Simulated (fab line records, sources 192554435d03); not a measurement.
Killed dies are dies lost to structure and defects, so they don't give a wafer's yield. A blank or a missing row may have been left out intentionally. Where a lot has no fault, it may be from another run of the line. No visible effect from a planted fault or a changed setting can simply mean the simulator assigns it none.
fab line records ; flow n5_finfet
record lots=11; wafers=33; last_day=18
route steps=1938 shown BEOL_M10@1470
lots that met no fault: from a run of the same line without faults
start_h: hours from the record's opening day to when the first of the lot's shown wafers began ; wait_h: hours since the lot's step before ; " repeats the value in the row above ; L1.1+2: several wafers, shown together as one row ; - either no value or no given start ; * or withheld: withheld ; < > ~ a bound
route shown NAME@n: NAME is a module with steps in the file, n the number in the route of the first one ; usual: mean/standard deviation taken from wafers without a fault ; same: alike in all rows ; chamber/n: place in a boat ; sites: the reading at each site ; _std_site: standard deviation of those values ; _edge_site: outer sites' mean less inner sites' ; radius_mm: how far each site lies from the wafer's centre ; mask NAME#n: copy n ; behind: the last tool/chamber to shape the wafer ; hold: the reason the lot was held/the length of the hold in hours/how it ended ; device: which transistor (n, p or np) failed to switch ; end of line: tests of these same wafers at the route's end ; step lacking rows: just its recipe ; killed: count of dies lost to structure and defects at first sort (not the wafer's yield) ; map: the dies of a wafer, with x for killed, . for not killed, _ for no die there
set.NAME: the setting that was run; set.NAME@STEP: the one run at that earlier step ; model.NAME: the simulator's own value behind a step, which no gauge read
the route's steps for a sample of lots (tables are steps, rows are wafers)
services: the hour from which a tool's chamber was out of use, counted from the record's first day as start_h (under 0 if before that day), plus the number of hours and why
## steps
# step N5_BEOL_M10_ILD_DEP_00
# recipe material=SiCOH_lowk; target_thk_a=3085.1; temp_c=300; precursor=DEMS/porogen; pressure_torr=5; rf_w=500; time_s=58
# usual chamber_pressure_Torr=5.001/0.01; heater_power_w=309/40; showerhead_plenum_p_Torr=5.733/0.014; throttle_valve_pct=14.0/1
lot.wafer;tool;chamber;start_h;wait_h;chamber_pressure_Torr;heater_power_w;showerhead_plenum_p_Torr;throttle_valve_pct
L508.1;pecvd-01;0;245.30;0.0;4.994;279;5.724;13.8
L508.3;pecvd-01;1;245.30;0.0;4.990;294;5.719;15.9
L508.6;pecvd-01;1;245.30;0.0;4.995;306;5.735;16.3
L511.1;pecvd-04;2;250.01;0.0;4.999;264;5.742;12.9
L511.3;pecvd-04;1;250.01;0.0;5.004;364;5.741;13.5
L511.4;pecvd-04;1;250.01;0.0;5.009;286;5.736;13.9
L509.1;pecvd-04;2;251.06;0.0;4.992;287;5.734;12.4
L509.3;pecvd-04;0;251.06;0.0;4.997;335;5.735;14.6
L509.6;pecvd-04;1;251.06;0.0;4.984;285;5.725;13.6
L510.2;pecvd-03;1;251.38;0.0;5.002;226;5.733;13.8
L510.4;pecvd-03;0;251.38;0.0;5.016;407;5.725;14.8
L510.5;pecvd-03;2;251.38;0.0;4.996;230;5.747;13.1
L515.1;pecvd-04;1;267.93;0.0;4.995;292;5.722;13.9
L515.5;pecvd-04;1;267.93;0.0;5.023;300;5.739;13.4
L515.6;pecvd-04;2;267.93;0.0;4.975;301;5.725;12.5
L513.1;pecvd-04;1;268.17;0.0;5.031;349;5.732;13.4
L513.4;pecvd-04;0;268.17;0.0;4.994;345;5.723;14.6
L513.5;pecvd-04;2;268.17;0.0;4.996;301;5.718;12.8
L514.1;pecvd-01;0;270.46;0.0;4.992;270;5.724;13.6
L514.3;pecvd-01;2;270.46;0.0;5.006;314;5.756;14.1
L514.5;pecvd-01;0;270.46;0.0;4.983;276;5.732;13.8
L519.2;pecvd-01;1;305.20;0.0;5.018;337;5.717;15.8
L519.3;pecvd-01;2;305.20;0.0;5.009;305;5.774;14.0
L519.5;pecvd-01;0;305.20;0.0;4.999;310;5.717;13.7
L521.1;pecvd-04;1;312.98;0.0;4.998;329;5.738;13.6
L521.5;pecvd-04;2;312.98;0.0;4.998;285;5.728;12.7
L521.6;pecvd-04;1;312.98;0.0;4.999;331;5.733;13.5
L526.1;pecvd-01;1;356.49;0.0;5.013;332;5.719;16.2
L526.5;pecvd-01;0;356.49;0.0;5.012;296;5.711;13.6
L526.6;pecvd-01;1;356.49;0.0;4.998;340;5.725;16.3
L529.1;pecvd-01;2;368.86;0.0;5.005;293;5.755;14.0
L529.2;pecvd-01;0;368.86;0.0;4.994;302;5.733;13.6
L529.3;pecvd-01;1;368.86;0.0;5.009;306;5.730;16.2
# step N5_BEOL_M10_OVL_MEAS_12
# recipe points_per_wafer=44
# usual M10_OVL=-0.4/0.71
lot.wafer;tool;chamber;start_h;wait_h;M10_OVL[nm]
L508.1;overlay-01;0;246.51;0.0;0.7
L508.3;overlay-01;0;246.51;0.0;-0.7
L508.6;overlay-01;0;246.51;0.0;0.6
L511.1;overlay-01;0;252.16;0.0;-0.5
L511.3;overlay-01;0;252.16;0.0;-0.4
L511.4;overlay-01;0;252.16;0.0;-1.2
L509.1;overlay-02;0;252.63;0.0;-1.5
L509.3;overlay-02;0;252.63;0.0;-1.5
L509.6;overlay-02;0;252.63;0.0;-1.6
L510.2;overlay-01;0;252.98;0.0;0.8
L510.4;overlay-01;0;252.98;0.0;0.8
L510.5;overlay-01;0;252.98;0.0;0.3
L515.1;overlay-01;0;269.78;0.0;-0.7
L515.5;overlay-01;0;269.78;0.0;-0.6
L515.6;overlay-01;0;269.78;0.0;0.5
L513.1;overlay-02;0;269.95;0.0;0.0
L513.4;overlay-02;0;269.95;0.0;0.1
L513.5;overlay-02;0;269.95;0.0;-0.6
L514.1;overlay-02;0;272.72;0.0;0.0
L514.3;overlay-02;0;272.72;0.0;-1.8
L514.5;overlay-02;0;272.72;0.0;-1.2
L519.2;overlay-02;0;308.26;0.0;-1.3
L519.3;overlay-02;0;308.26;0.0;-1.5
L519.5;overlay-02;0;308.26;0.0;-1.5
L521.1;overlay-01;0;315.47;0.0;0.0
L521.5;overlay-01;0;315.47;0.0;-0.3
L521.6;overlay-01;0;315.47;0.0;-0.1
L526.1;overlay-02;0;358.37;0.0;0.0
L526.5;overlay-02;0;358.37;0.0;-1.2
L526.6;overlay-02;0;358.37;0.0;0.2
L529.1;overlay-01;0;370.83;0.0;-0.4
L529.2;overlay-01;0;370.83;0.0;0.0
L529.3;overlay-01;0;370.83;0.0;-0.2
# step N5_BEOL_M10_COAT_64
# recipe resist=SiARC; temp_c=220; time_s=60; spin_rpm=1500; resist_thk_nm=30
# usual exhaust_pa=45.1/0.92; spin_speed_rpm=1499.9/1.2
lot.wafer;tool;chamber;start_h;wait_h;exhaust_pa;spin_speed_rpm
L508.1;litho_track-02;0;248.09;-;44.2;1499.3
L508.3;litho_track-02;0;248.09;-;45.4;1501.0
L508.6;litho_track-02;0;248.09;-;44.5;1499.1
L511.1;litho_track-02;0;253.48;-;45.9;1500.2
L511.3;litho_track-02;0;253.48;-;45.0;1500.3
L511.4;litho_track-02;0;253.48;-;44.2;1500.6
L509.1;litho_track-04;0;253.69;-;44.9;1498.3
L509.3;litho_track-04;0;253.69;-;46.8;1497.8
L509.6;litho_track-04;0;253.69;-;45.6;1498.3
L510.2;litho_track-02;0;253.73;-;42.4;1626.7
L510.4;litho_track-02;0;253.73;-;44.1;1629.0
L510.5;litho_track-02;0;253.73;-;43.8;1630.3
L515.1;litho_track-04;0;270.86;-;45.5;1500.8
L515.5;litho_track-04;0;270.86;-;44.0;1500.6
L515.6;litho_track-04;0;270.86;-;45.0;1498.2
L513.1;litho_track-02;0;270.86;-;46.0;1627.3
L513.4;litho_track-02;0;270.86;-;44.6;1628.3
L513.5;litho_track-02;0;270.86;-;45.6;1630.3
L514.1;litho_track-01;0;273.80;-;44.4;1500.1
L514.3;litho_track-01;0;273.80;-;44.2;1499.8
L514.5;litho_track-01;0;273.80;-;44.8;1500.7
L519.2;litho_track-01;0;310.02;-;45.2;1499.8
L519.3;litho_track-01;0;310.02;-;44.0;1501.3
L519.5;litho_track-01;0;310.02;-;45.5;1500.4
L521.1;litho_track-04;0;316.24;-;45.9;1497.1
L521.5;litho_track-04;0;316.24;-;44.7;1500.8
L521.6;litho_track-04;0;316.24;-;45.1;1500.4
L526.1;litho_track-02;0;361.58;-;44.4;1496.7
L526.5;litho_track-02;0;361.58;-;45.4;1498.8
L526.6;litho_track-02;0;361.58;-;44.6;1499.6
L529.1;litho_track-04;0;373.47;-;44.4;1499.0
L529.2;litho_track-04;0;373.47;-;45.1;1498.0
L529.3;litho_track-04;0;373.47;-;43.8;1500.3
# step N5_BEOL_M10_VIA_ETCH_34
# recipe chemistry=C4F6/O2; target=SiCOH_lowk; target_depth_a=1845; mask_material=SOC; taper_deg=4; time_s=69.2; ion_energy_ev=250; pressure_mtorr=30; source_w=345; bias_w=185; Ar_flow_sccm=300; C4F6_flow_sccm=10; O2_flow_sccm=10
# usual chamber_pressure_mTorr=30.00/0.03; drypump_motor_current_A=5.8/0.54; oes_product_au=0.82/0.087; rf_vpp_V=665/13; showerhead_plenum_p_Torr=2.90/0.081; throttle_valve_pct=20.83/0.24
lot.wafer;tool;chamber;start_h;wait_h;chamber_pressure_mTorr;drypump_motor_current_A;oes_product_au;rf_hours_counter_h;rf_vpp_V;showerhead_plenum_p_Torr;throttle_valve_pct
L508.1;rie_diel-06;3;249.90;0.0;30.00;5.4;0.90;23;657;3.01;20.75
L508.3;rie_diel-06;2;249.90;0.0;30.00;6.3;0.99;5;647;2.80;20.60
L508.6;rie_diel-06;2;249.90;0.0;29.99;6.3;1.00;-;647;2.80;20.59
L511.1;rie_diel-03;2;254.15;0.0;30.05;5.0;0.79;101;652;2.90;21.32
L511.3;rie_diel-03;0;254.15;0.0;29.98;5.2;0.85;58;673;2.86;20.58
L511.4;rie_diel-03;1;254.15;0.0;30.00;5.5;0.70;210;663;2.91;20.84
L509.1;rie_diel-06;1;254.36;0.0;29.98;6.6;0.70;228;689;2.92;20.93
L509.3;rie_diel-06;0;254.36;0.0;29.98;5.7;0.68;241;688;2.93;21.01
L509.6;rie_diel-06;1;254.36;0.0;30.03;6.6;0.70;-;689;2.92;20.93
L510.2;rie_diel-03;2;254.75;0.0;30.01;5.0;0.80;102;652;2.89;21.30
L510.4;rie_diel-03;0;254.75;0.0;30.04;5.2;0.85;59;673;2.86;20.56
L510.5;rie_diel-03;3;254.75;0.0;29.97;5.9;0.79;-;658;2.76;21.08
L515.1;rie_diel-01;1;272.05;0.0;30.02;5.8;0.93;18;651;3.05;20.58
L515.5;rie_diel-01;3;272.05;0.0;30.03;6.6;0.90;-;676;2.89;20.58
L515.6;rie_diel-01;0;272.05;0.0;30.01;6.3;0.73;-;667;2.96;20.80
L513.1;rie_diel-06;1;272.39;0.0;29.96;6.6;0.70;236;689;2.92;20.94
L513.4;rie_diel-06;3;272.39;0.0;30.00;5.4;0.88;28;656;3.01;20.78
L513.5;rie_diel-06;2;272.39;0.0;29.98;6.3;0.94;-;647;2.80;20.60
L514.1;rie_diel-01;2;274.62;0.0;30.04;5.2;0.80;95;668;2.99;20.77
L514.3;rie_diel-01;1;274.62;0.0;30.04;5.8;0.93;19;652;3.05;20.58
L514.5;rie_diel-01;2;274.62;0.0;30.03;5.2;0.81;-;669;2.99;20.75
L519.2;rie_diel-01;3;310.56;0.0;30.01;6.6;0.88;41;676;2.88;20.60
L519.3;rie_diel-01;0;310.56;0.0;29.98;6.3;0.72;169;666;2.95;20.82
L519.5;rie_diel-01;3;310.56;0.0;29.97;6.6;0.88;-;676;2.88;20.59
L521.1;rie_diel-06;0;316.90;0.0;30.01;5.8;0.97;6;688;2.93;20.65
L521.5;rie_diel-06;0;316.90;0.0;30.03;5.8;0.97;-;688;2.93;20.64
L521.6;rie_diel-06;3;316.90;0.0;29.99;5.4;0.86;-;655;3.01;20.78
L526.1;rie_diel-01;1;362.21;0.0;29.96;5.8;0.89;51;650;3.04;20.64
L526.5;rie_diel-01;3;362.21;0.0;30.04;6.6;0.84;-;675;2.87;20.60
L526.6;rie_diel-01;2;362.21;0.0;30.04;5.2;0.77;-;667;2.97;20.82
L529.1;rie_diel-06;2;374.36;0.0;30.00;6.3;0.89;52;648;2.78;20.68
L529.2;rie_diel-06;3;374.36;0.0;30.03;5.4;0.84;64;655;3.00;20.82
L529.3;rie_diel-06;0;374.36;0.0;29.96;5.7;0.92;27;686;2.92;20.68
## services
tool;chamber;start_h;hours;kind
rie_diel-06;-;233.19;15.6;pm
pecvd-04;2;242.61;6.9;repair
rie_diel-06;3;251.02;9.4;repair
pecvd-01;-;255.82;1.6;repair
rie_diel-03;3;259.60;4.2;repair
pecvd-03;1;260.12;40.9;repair
rie_diel-06;0;263.94;4.2;repair
pecvd-03;-;276.82;6.0;pm
rie_diel-06;-;277.23;4.3;pm
rie_diel-06;0;284.94;-;clean
rie_diel-06;0;284.94;-;consumable_replace:focus_ring
rie_diel-06;0;284.94;15.1;scheduled_down
rie_diel-06;0;284.94;15.1;vent_cycle
rie_diel-01;0;287.50;1.8;repair
pecvd-04;2;289.93;9.3;repair
pecvd-03;-;298.20;0.8;repair
rie_diel-03;0;303.24;7.5;repair
rie_diel-06;2;309.91;2.8;repair
rie_diel-06;1;313.78;-;clean
rie_diel-03;1;321.25;4.6;repair
pecvd-01;2;352.90;6.9;repair
pecvd-03;-;356.33;1.8;repair
pecvd-03;-;362.51;2.8;pm
rie_diel-01;-;373.96;1.1;repair
## key
first_sign step=N5_BEOL_M10_COAT_64; reading=spin_speed_rpm; direction=up; sigmas=99+; usual=*; struck=*
effect none on later readings
met_at N5_BEOL_M10_COAT_64
struck_lots L510,L513
not_acting_at N5_BEOL_M10_ILD_DEP_00,N5_BEOL_M10_OVL_MEAS_12,N5_BEOL_M10_VIA_ETCH_34
onset_between 253.48 253.73
fault kind=process_parameter_drift; tool=litho_track-02; chamber=-; onset_h=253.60; steps=N5_BEOL_M10_COAT_64; channel=spin_rpm; offset=*; shape=step; end_h=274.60; acts_in=*; stated=*
